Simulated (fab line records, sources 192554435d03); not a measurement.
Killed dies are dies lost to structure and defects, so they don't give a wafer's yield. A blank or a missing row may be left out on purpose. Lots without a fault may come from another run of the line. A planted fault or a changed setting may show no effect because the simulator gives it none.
fab line records | flow n5_finfet
record lots=7 wafers=21
route steps=1938 shown BEOL_M11@1578 BEOL_M13@1694 BEOL_M14@1751 BEOL_M15@1808 MIM_TOP_LITHO@1843 PASSIVATION@1915
start_h: hours from the record's first day to the start of the lot's first wafer shown | wait_h: hours since the lot's step before | " the same as in the row above | L1.1+2: a row that stands for several wafers | - no value, or no start given | * or withheld: withheld | < > ~ a bound
route shown NAME@n: a module of which the file shows steps, and the number in the route of the first | usual: mean/standard deviation of fault-free wafers | same: alike in all rows | chamber/n: place in a boat | sites: the reading at each site | _std_site: their standard deviation | _edge_site: outer sites' mean less inner sites' | radius_mm: how far each site lies from the wafer's centre | mask NAME#n: copy n | behind: the tool/chamber that last shaped the wafer | hold: why the lot was held/for how many hours/how that ended | device: the transistor (n, p or np) that didn't switch | end of line: the same wafers' tests at the end of the route | a step without rows: its recipe alone | killed: dies lost to structure and defects at the first sort, not the wafer's yield | map: a wafer's dies, x killed, . not, _ none there
set.NAME: the setting as run; set.NAME@STEP: as run at that earlier step | model.NAME: the simulator's own value behind a step, which no gauge read
lots whose settings were changed on purpose; a table a step, a row a wafer
## steps
# step N5_BEOL_M11_TRENCH_ETCH_37
# recipe chemistry=C4F6/O2 target_depth_a=1488.3 target=SiCOH_lowk time_s=48 ion_energy_ev=250 pressure_mtorr=30 source_w=345 bias_w=185 Ar_flow_sccm=300 C4F6_flow_sccm=10 O2_flow_sccm=10
# columns lot.wafer tool chamber start_h wait_h set.source_w model.etch.depth_nm
L076.3 rie_diel-01 1 - - 345 145.7
L076.4 " 0 " " 345 149.4
L076.6 " 3 " " 345 147.1
L078.2 rie_diel-04 0 - - 345 149.4
L078.3 " 1 " " 345 147.7
L078.5 " 3 " " 345 148.7
L083.1 rie_diel-04 2 - - 345 150.1
L083.4 " 3 " " 345 148.1
L083.6 " 0 " " 345 148.3
L082.1 rie_diel-05 1 - - 345 148
L082.4 " 1 " " 345 148.1
L082.5 " 3 " " 345 145.9
L081.1 rie_diel-01 1 - - 326.5 144.2
L081.5 " 1 " " 345 147.3
L081.6 " 3 " " 326.5 144.9
L088.1 rie_diel-04 3 - - 317.4 142.8
L088.2 " 0 " " 345 149.8
L088.6 " 2 " " 345 150.7
L093.1 rie_diel-04 2 - - 316.1 144.9
L093.4 " 3 " " 345 149.1
L093.5 " 0 " " 316.1 144.3
# step N5_BEOL_M11_ETCH_41
# recipe chemistry=CH3F/O2 target=SiCN target_depth_a=426 taper_deg=2 time_s=86 ion_energy_ev=120 mask_material=TiN pressure_mtorr=30 source_w=395 bias_w=75 Ar_flow_sccm=150 CH3F_flow_sccm=30 O2_flow_sccm=20
# step N5_BEOL_M11_STRIP_77
# recipe chemistry=N2/H2 time_s=10 power_w=450 temp_c=40 pressure_mtorr=20 rf_frequency_hz=6e+07 bias_power_w=7 n2_flow_sccm=200 h2_flow_sccm=200
# step N5_BEOL_M11_OCD_MEAS_38
# usual trench_depth_nm=148.5/1.9
# columns lot.wafer tool chamber start_h wait_h set.source_w@BEOL_M11_TRENCH_ETCH_37 trench_depth_nm
L076.3 ocd-01 - 241.07 - 345 145.7
L076.4 " - " " 345 149.2
L076.6 " - " " 345 147.1
L078.2 ocd-02 - 249.19 - 345 149.4
L078.3 " - " " 345 148.1
L078.5 " - " " 345 148.5
L083.1 ocd-02 - 276.18 - 345 150.3
L083.4 " - " " 345 148.2
L083.6 " - " " 345 148.5
L082.1 ocd-01 - 276.23 - 345 147.9
L082.4 " - " " 345 148.8
L082.5 " - " " 345 146.6
L081.1 ocd-02 - 276.34 - 326.5 144.0
L081.5 " - " " 345 147.3
L081.6 " - " " 326.5 145.1
L088.1 ocd-02 - 322.53 - 317.4 142.6
L088.2 " - " " 345 149.3
L088.6 " - " " 345 150.7
L093.1 ocd-02 - 346.51 - 316.1 144.5
L093.4 " - " " 345 149.1
L093.5 " - " " 316.1 144.4
# step N5_BEOL_M13_ETCH_68
# recipe chemistry=N2/H2 target=SOC mask_material=SiARC source_w=3000 bias_w=350 temp_c=40 time_s=355 ion_energy_ev=200 pressure_mtorr=30 n2_flow_sccm=200 h2_flow_sccm=200
# columns lot.wafer tool chamber start_h wait_h set.time_s model.SiARC_of_BEOL_M13_COAT_66.thk_nm
L076.3 rie_diel-01 2 252.53 0.1 355 78.4
L076.4 " 1 " " 355 77.8
L076.6 " 0 " " 298.7 82.4
L078.2+3 rie_diel-05 0,3 261.95 0.1 355 77.6
L078.5 " 3 " " 355 78.4
L082.1 rie_diel-04 1 285.14 0.1 355 77.6
L082.4 " 2 " " 355 77.4
L082.5 " 0 " " 355 76.6
L081.1 rie_diel-01 3 285.48 0.1 355 77.4
L081.5 " 3 " " 355 78
L081.6 " 1 " " 355 77.2
L083.1 rie_diel-01 0 290.54 0.1 293.3 82.4
L083.4 " 1 " " 355 77.2
L083.6 " 3 " " 293.3 82.8
L088.1 rie_diel-01 1 331.99 0.1 355 77.4
L088.2 " 0 " " 355 76.4
L088.6 " 3 " " 382 74.4
L093.1+5 rie_diel-04 2,1 356.88 0.1 355 78
L093.4 " 3 " " 310.9 81.6
# step N5_BEOL_M13_SPUTTER_44
# recipe material=Ta target_thk_a=100 temp_c=50 bias_v=80 power_w=15000 chamber_pressure_pa=0.07 time_s=16.13
# columns lot.wafer tool chamber start_h wait_h set.time_s model.Ta_of_BEOL_M13_SPUTTER_44.thk_nm
L076.3+4+6 pvd_sputter-02 - 253.65 0.0 16.13 10
L078.2+3 pvd_sputter-02 - 263.47 0.0 16.13 10
L078.5 " - " " 15.3 9.6
L082.1+5 pvd_sputter-01 - 286.18 0.0 16.13 10
L082.4 " - " " 16.13 9.8
L081.1+5+6 pvd_sputter-02 - 286.92 0.0 16.13 10
L083.1+6 pvd_sputter-02 - 291.44 0.0 16.13 10
L083.4 " - " " 14.55 8.8
L088.1+6 pvd_sputter-01 - 337.59 0.0 16.13 9.8
L088.2 " - " " 16.13 10
L093.1 pvd_sputter-02 - 361.31 0.0 13.79 8.6
L093.4 " - " " 16.13 10
L093.5 " - " " 13.79 8.4
# step N5_BEOL_M14_ETCH_68
# recipe chemistry=N2/H2 target=SOC mask_material=SiARC source_w=3000 bias_w=350 temp_c=40 time_s=450 ion_energy_ev=200 pressure_mtorr=30 n2_flow_sccm=200 h2_flow_sccm=200
# columns lot.wafer tool chamber start_h wait_h set.time_s model.SiARC_of_BEOL_M14_COAT_66.thk_nm
L076.3 rie_diel-02 3 258.95 0.1 450 64.6
L076.4 " 2 " " 450 64.8
L076.6 " 3 " " 450 65
L078.2+5 rie_diel-02 1 266.39 0.1 450 65.4
L078.3 " 3 " " 450 64.8
L082.1 rie_diel-06 2 290.74 0.1 450 65.4
L082.4 " 1 " " 450 66.6
L082.5 " 2 " " 450 65.8
L081.1 rie_diel-02 0 291.08 0.1 450 64.8
L081.5 " 1 " " 450 66
L081.6 " 0 " " 351.8 74.4
L083.1 rie_diel-06 0 294.33 0.1 450 66.6
L083.4 " 2 " " 509.5 59.4
L083.6 " 2 " " 450 65.6
L088.1+2+6 rie_diel-03 2,1,2 340.83 0.1 450 65
L093.1 rie_diel-02 0 364.72 0.1 410.3 69.8
L093.4 " 2 " " 410.3 68.8
L093.5 " 1 " " 450 66.2
# step N5_BEOL_M14_TRENCH_ETCH_34
# recipe chemistry=C4F8/O2/Ar target=SiO2 target_depth_a=5566.5 mask_material=SOC he_inner_torr=15 he_outer_torr=30 time_s=126.9 ion_energy_ev=800 pressure_mtorr=20 source_w=1905 bias_w=2040 Ar_flow_sccm=400 C4F8_flow_sccm=16 O2_flow_sccm=12
# usual rf_vpp_V=2222/37
# columns lot.wafer tool chamber start_h wait_h set.bias_w rf_vpp_V
L076.3 rie_diel-02 3 259.22 0.0 2040 2247
L076.4 " 2 " " 2040 2216
L076.6 " 3 " " 2040 2244
L078.2 rie_diel-02 1 266.67 0.0 1715 1935
L078.3 " 3 " " 2040 2247
L078.5 " 1 " " 1715 1934
L082.1 rie_diel-06 2 291.01 0.0 2040 2255
L082.4 " 1 " " 2040 2209
L082.5 " 2 " " 2040 2257
L081.1 rie_diel-02 0 291.36 0.0 2040 2242
L081.5 " 1 " " 2040 2187
L081.6 " 0 " " 2040 2242
L083.1 rie_diel-06 0 294.60 0.0 2040 2231
L083.4 " 2 " " 2040 2256
L083.6 " 2 " " 1765 2038
L088.1 rie_diel-03 2 341.11 0.0 2373 2549
L088.2 " 1 " " 2373 2475
L088.6 " 2 " " 2040 2299
L093.1 rie_diel-02 0 364.99 0.0 2040 2241
L093.4 " 2 " " 2040 2212
L093.5 " 1 " " 2040 2186
# step N5_BEOL_M15_ETCH_61
# recipe chemistry=N2/H2 target=BARC target_depth_a=890 overetch_a=267 time_s=67.9 ion_energy_ev=200 pressure_mtorr=30 source_w=840 bias_w=150 n2_flow_sccm=200 h2_flow_sccm=200
# usual rf_vpp_V=523.2/2.8
# columns lot.wafer tool chamber start_h wait_h set.bias_w rf_vpp_V
L076.3 rie_diel-01 0 263.37 0.0 150 525.3
L076.4 " 3 " " 150 524.8
L076.6 " 3 " " 176.4 583.0
L078.2 rie_diel-04 2 272.94 0.0 165.6 556.3
L078.3 " 3 " " 150 522.1
L078.5 " 2 " " 150 523.8
L082.1 rie_diel-01 0 300.42 0.0 150 524.7
L082.4 " 1 " " 150 522.7
L082.5 " 3 " " 150 526.2
L081.1 rie_diel-04 1 301.44 0.0 174.4 574.2
L081.5 " 2 " " 150 523.2
L081.6 " 3 " " 150 522.3
L083.1 rie_diel-05 2 301.77 0.0 150 525.8
L083.4 " 3 " " 150 520.2
L083.6 " 3 " " 150 519.8
L088.1 rie_diel-05 3 346.07 0.0 158.4 538.2
L088.2 " 0 " " 158.4 546.3
L088.6 " 3 " " 150 520.3
L093.1 rie_diel-05 0 375.24 0.0 150 527.6
L093.4 " 3 " " 150 519.7
L093.5 " 2 " " 150 523.0
# step N5_MIM_TOP_LITHO_EXPOSE_05
# recipe mask_id=MIM_TOP na=0.55 source_shape=conventional sigma_outer=0.8 polarization=unpolarized target_cd_nm=2000 dose_mj=20.5
# columns lot.wafer tool chamber start_h wait_h mask set.dose_mj
L076.3+6 krf_scanner-02 0 268.75 - MIM_TOP#0 20.5
L076.4 " 0 " " MIM_TOP#0 21.51
L078.2+3+5 krf_scanner-01 0 281.90 - MIM_TOP#0 20.5
L082.1+4+5 krf_scanner-01 0 307.23 - MIM_TOP#0 20.5
L081.1 krf_scanner-01 0 307.39 - MIM_TOP#0 20.5
L081.5+6 " 0 " " MIM_TOP#0 21.08
L083.1+4+6 krf_scanner-01 0 307.82 - MIM_TOP#0 20.5
L088.1+6 krf_scanner-01 0 355.07 - MIM_TOP#0 20.5
L088.2 " 0 " " MIM_TOP#0 19.32
L093.1+5 krf_scanner-02 0 380.25 - MIM_TOP#0 19.21
L093.4 " 0 " " MIM_TOP#0 20.5
# step N5_MIM_TOP_LITHO_PEB_06
# recipe peb_temp_c=withheld peb_time_s=*
# step N5_MIM_TOP_LITHO_DEVELOP_07
# recipe develop_time_s=60 rinse_liquid=diw dry=air_spin dev_temp_c=21
# step N5_MIM_TOP_LITHO_HARDBAKE_09
# recipe temp_c=130 time_s=120
# step N5_MIM_TOP_LITHO_CD_MEAS_08
# recipe target_cd_nm=2000 landing_energy_ev=500 detector=se_inlens
# usual cd_nm=2000.4/2.3
# columns lot.wafer tool chamber start_h wait_h set.dose_mj@MIM_TOP_LITHO_EXPOSE_05 cd_nm
L076.3 cd_sem-03 0 268.92 - 20.5 1997.4
L076.4 " 0 " " 21.51 1989.6
L076.6 " 0 " " 20.5 1999.1
L078.2 cd_sem-01 0 282.07 - 20.5 2001.8
L078.3 " 0 " " 20.5 2000.4
L078.5 " 0 " " 20.5 1999.0
L082.1 cd_sem-01 0 307.41 - 20.5 1999.0
L082.4 " 0 " " 20.5 1997.5
L082.5 " 0 " " 20.5 2000.9
L081.1 cd_sem-01 0 307.57 - 20.5 2001.1
L081.5 " 0 " " 21.08 1996.5
L081.6 " 0 " " 21.08 1995.1
L083.1 cd_sem-02 0 307.99 - 20.5 1997.7
L083.4 " 0 " " 20.5 1995.7
L083.6 " 0 " " 20.5 1999.7
L088.1 cd_sem-01 0 355.25 - 20.5 2002.1
L088.2 " 0 " " 19.32 2015.0
L088.6 " 0 " " 20.5 2002.4
L093.1 cd_sem-02 0 380.42 - 19.21 2014.2
L093.4 " 0 " " 20.5 2001.2
L093.5 " 0 " " 19.21 2012.3
# step N5_MIM_TOP_LITHO_DESCUM_10
# recipe chemistry=O2 time_s=7.9 source_power_w=50 bias_power_w=20 pressure_mtorr=20 rf_frequency_hz=2.712e+07 temp_c=40 o2_flow_sccm=225
# columns lot.wafer tool chamber start_h wait_h set.dose_mj@MIM_TOP_LITHO_EXPOSE_05 model.MIM_TOP_LITHO.cd_nm
L076.3 rie_diel-02 3 269.23 0.3 20.5 1997
L076.4 " 2 " " 21.51 1990
L076.6 " 3 " " 20.5 1999
L078.2 rie_diel-03 1 282.16 0.0 20.5 2002
L078.3 " 0 " " 20.5 2000
L078.5 " 3 " " 20.5 1999
L082.1 rie_diel-03 1 307.51 0.1 20.5 1999
L082.4 " 2 " " 20.5 1997
L082.5 " 3 " " 20.5 2000
L081.1 rie_diel-02 1 307.67 0.1 20.5 2001
L081.5 " 0 " " 21.08 1996
L081.6 " 1 " " 21.08 1995
L083.1 rie_diel-03 0 308.18 0.1 20.5 1998
L083.4 " 3 " " 20.5 1996
L083.6 " 2 " " 20.5 1999
L088.1+6 rie_diel-06 2,3 355.34 0.0 20.5 2002
L088.2 " 3 " " 19.32 2015
L093.1 rie_diel-06 0 380.92 0.4 19.21 2014
L093.4 " 2 " " 20.5 2001
L093.5 " 2 " " 19.21 2012
# step N5_PASSIVATION_PECVD_53
# recipe material=SiO2 target_thk_a=8000 temp_c=400 precursor=TEOS/O2 pressure_torr=6.5 rf_w=withheld teos_flow_sccm=withheld gas=O2 flow_sccm=2650 time_s=169.4
# columns lot.wafer tool chamber start_h wait_h set.temp_c model.SiO2_of_PASSIVATION_PECVD_53.thk_nm
L076.3 pecvd-02 2 274.63 0.0 400 788
L076.4 " 1 " " 388.1 867.4
L076.6 " 0 " " 400 806
L078.2 pecvd-04 0 287.47 0.0 387.9 848.4
L078.3 " 1 " " 387.9 867.8
L078.5 " 2 " " 400 809
L081.1 pecvd-04 0 313.84 0.0 391.1 830.2
L081.5 " 0 " " 400 798.2
L081.6 " 1 " " 391.1 851.8
L082.1 pecvd-03 2 313.87 0.0 400 799.6
L082.4 " 1 " " 400 797
L082.5 " 2 " " 400 803
L083.1 pecvd-02 2 315.01 0.0 400 791.4
L083.4 " 2 " " 386.4 868
L083.6 " 1 " " 386.4 870.2
L088.1 pecvd-03 2 363.54 0.0 407.9 766.2
L088.2 " 0 " " 400 808.2
L088.6 " 1 " " 400 809.4
L093.1 pecvd-03 2 386.64 0.0 400 795.6
L093.4 " 1 " " 388.4 864
L093.5 " 2 " " 388.4 860.6
## key
split step=N5_BEOL_M11_TRENCH_ETCH_37 setting=source_w stated=345 by=wafer
response step=N5_BEOL_M11_TRENCH_ETCH_37 reading=model.etch.depth_nm change=+0.689 per=1% r=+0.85
response step=N5_BEOL_M11_OCD_MEAS_38 reading=trench_depth_nm change=+0.695 per=1% r=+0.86
split step=N5_BEOL_M13_ETCH_68 setting=time_s stated=355 by=wafer
response step=N5_BEOL_M13_ETCH_68 reading=model.SiARC_of_BEOL_M13_COAT_66.thk_nm change=-0.295 per=1% r=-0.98
split step=N5_BEOL_M13_SPUTTER_44 setting=time_s stated=16.13 by=wafer
response step=N5_BEOL_M13_SPUTTER_44 reading=model.Ta_of_BEOL_M13_SPUTTER_44.thk_nm change=+0.107 per=1% r=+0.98
split step=N5_BEOL_M14_ETCH_68 setting=time_s stated=450 by=wafer
response step=N5_BEOL_M14_ETCH_68 reading=model.SiARC_of_BEOL_M14_COAT_66.thk_nm change=-0.429 per=1% r=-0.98
split step=N5_BEOL_M14_TRENCH_ETCH_34 setting=bias_w stated=2040 by=wafer
response step=N5_BEOL_M14_TRENCH_ETCH_34 reading=rf_vpp_V change=+16 per=1% r=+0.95
split step=N5_BEOL_M15_ETCH_61 setting=bias_w stated=150 by=wafer
response step=N5_BEOL_M15_ETCH_61 reading=rf_vpp_V change=+3.26 per=1% r=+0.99
split step=N5_MIM_TOP_LITHO_EXPOSE_05 setting=dose_mj stated=20.5 by=wafer
response step=N5_MIM_TOP_LITHO_CD_MEAS_08 reading=cd_nm change=-1.97 per=1% r=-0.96
response step=N5_MIM_TOP_LITHO_DESCUM_10 reading=model.MIM_TOP_LITHO.cd_nm change=-1.97 per=1% r=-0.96
split step=N5_PASSIVATION_PECVD_53 setting=temp_c stated=400 by=wafer
response step=N5_PASSIVATION_PECVD_53 reading=model.SiO2_of_PASSIVATION_PECVD_53.thk_nm change=-21.2 per=1% r=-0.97
